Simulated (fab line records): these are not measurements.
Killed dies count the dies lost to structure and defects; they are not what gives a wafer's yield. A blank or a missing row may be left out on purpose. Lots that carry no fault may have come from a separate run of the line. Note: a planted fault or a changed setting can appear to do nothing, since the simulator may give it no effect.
Matching of chambers | flow n5-finfet | 4 sister chambers for N5_BEOL_M1_ETCH_63 on rie-diel-05
The step etches SiARC in CF4, target depth 15.6 nm, time 26 s. 4 wafers are shown with their chamber, then 7 later ones without.

WAFERS PAIRED WITH THEIR CHAMBERS
wafer  | chamber | showerhead-plenum-p-Torr (Torr)
L351.6 | 1       | 2.02
L352.3 | 3       | 2.10
L360.4 | 0       | 2.17
L360.5 | 2       | 2.20

WAFERS WITH NO CHAMBER GIVEN
wafer  | showerhead-plenum-p-Torr (Torr)
L360.6 | 2.10
L364.2 | 2.17
L364.4 | 2.20
L364.6 | 2.09
L367.1 | 2.27
L367.2 | 2.16
L367.6 | 2.09

WHICH CHAMBER EACH ONE RAN IN
wafer  | from the rows above          | in truth
L360.6 | 3                            | 3
L364.2 | can't be placed: 0 or 2      | 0
L364.4 | can't be placed: 2 or 0      | 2
L364.6 | 3                            | 3
L367.1 | can't be placed: 2 or 0      | 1
L367.2 | can't be placed: 0 or 2 or 3 | 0
L367.6 | 3                            | 3
Correctly placed: 3 of 7. From these rows, 4 cannot be placed; in 3 the true chamber is one of the candidates. 0 placed wrongly.
How it was worked out, from the rows above alone: a wafer's distance from a chamber is the root of the sum, over the readings, of the square of ((its reading less the chamber's mean) divided by the reading's scatter). If the next closest chamber is less than 2 further off than the closest, the wafer can't be placed; otherwise it belongs to the closest. A chamber's mean is the mean of its shown wafers. The scatter: with one shown wafer a chamber, the root of the mean of the squares of how far each hidden wafer lies from its nearest shown one.
